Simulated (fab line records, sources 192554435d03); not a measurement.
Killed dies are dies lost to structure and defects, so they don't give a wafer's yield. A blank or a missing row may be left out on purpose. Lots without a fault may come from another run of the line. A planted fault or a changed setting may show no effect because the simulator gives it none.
One fault seen from 3 desks | flow n5_finfet | each desk has only its own numbers; what lay behind them comes last

THE METROLOGY DESK
What the gauges read, lot by lot, whatever tool the lot ran on: means of the sampled wafers that have a number. A lot is out of limits, marked OUT, if its mean lies more than 4 standard deviations from the usual mean; the brackets give that distance. Of its 12 readings 7 are shown: those that lie furthest out on some lot.
Columns: A = cd_nm at N5_MOL_CONTACT_COAG_CD_MEAS_08, usual 27.96 nm; B = CA_OVL at N5_MOL_CONTACT_COAG_OVL_MEAS_09, usual 0.1 nm; C = DIBL_N at N5_BEOL_M4_RC_MEAS_101, usual 36.3 mV/V; D = DIBL_P at N5_BEOL_M4_RC_MEAS_101, usual 36.2 mV/V; E = IOFF_N at N5_BEOL_M4_RC_MEAS_101, usual 0.160 nA/um; F = VT_N at N5_BEOL_M4_RC_MEAS_101, usual 250 mV; G = VT_P at N5_BEOL_M4_RC_MEAS_101, usual -250 mV
lot  | first seen here | A     | B    | C    | D    | E     | F   | G
L299 | day 5 17:05     | 27.79 | 0.2  | 35.0 | 35.6 | 0.147 | 250 | -253
L302 | day 6 09:17     | 28.31 | -0.2 | 34.5 | 35.4 | 0.141 | 250 | -252
L307 | day 7 17:55     | 28.27 | -0.5 | 36.4 | 33.6 | 0.135 | 254 | -254
L312 | day 8 23:32     | 27.97 | -0.5 | 34.7 | 35.3 | 0.131 | 253 | -253
L316 | day 9 22:43     | 28.21 | -0.6 | 35.1 | 35.5 | 0.152 | 250 | -249
This desk's finding: nothing out of limits on any of the 5 lots.

THE TOOL OWNER'S DESK: rie_diel-02
The tool's own readings at N5_MOL_CONTACT_COAG_CONTACT_ETCH_14 (etches SiO2 in C4F6/O2, target depth 27.5 nm, overetch 8.5 nm, time 20 s): means of the sampled wafers that have a number, for each lot that ran on this tool. A lot is out of limits, marked OUT, if its mean lies more than 4 standard deviations from the usual mean; the brackets give that distance.
Columns: A = bias_w at N5_MOL_CONTACT_COAG_CONTACT_ETCH_14, usual 185.0 W; B = drypump_motor_current_A at N5_MOL_CONTACT_COAG_CONTACT_ETCH_14, usual 5.7 A; C = mfc_ar_sccm at N5_MOL_CONTACT_COAG_CONTACT_ETCH_14, usual 299.9 sccm; D = oes_product_au at N5_MOL_CONTACT_COAG_CONTACT_ETCH_14, usual 0.72 a.u.; E = rf_vpp_V at N5_MOL_CONTACT_COAG_CONTACT_ETCH_14, usual 694.5 V; F = showerhead_plenum_p_Torr at N5_MOL_CONTACT_COAG_CONTACT_ETCH_14, usual 2.93 Torr; G = throttle_valve_pct at N5_MOL_CONTACT_COAG_CONTACT_ETCH_14, usual 21.19 %
lot  | first seen here | A     | B   | C     | D    | E     | F    | G
L302 | day 6 09:49     | 185.1 | 5.7 | 300.4 | 0.76 | 693.6 | 2.89 | 21.23
L312 | day 9 00:22     | 184.7 | 5.6 | 300.2 | 0.68 | 691.9 | 2.86 | 21.30
This desk's finding: nothing out of limits on any of the 2 lots.

THE DEFECT DESK
What the inspections along the route counted, lot by lot: means of the sampled wafers that have a number. A lot is out of limits, marked OUT, if its mean lies more than 4 standard deviations from the usual mean; the brackets give that distance.
Columns: A = raw_defect_count at N5_MOL_CONTACT_COAG_INSPECT_10, usual 67
lot  | first seen here | A
L299 | day 5 17:10     | 53
L302 | day 6 09:23     | 63
L307 | day 7 18:01     | 93
L312 | day 8 23:37     | 73
L316 | day 9 22:49     | 122
This desk's finding: nothing out of limits on any of the 5 lots.

PUT TOGETHER
The metrology desk saw nothing out of limits.
The tool owner's desk saw nothing out of limits.
The defect desk saw nothing out of limits.

WHAT THE SIMULATOR HAD PUT IN
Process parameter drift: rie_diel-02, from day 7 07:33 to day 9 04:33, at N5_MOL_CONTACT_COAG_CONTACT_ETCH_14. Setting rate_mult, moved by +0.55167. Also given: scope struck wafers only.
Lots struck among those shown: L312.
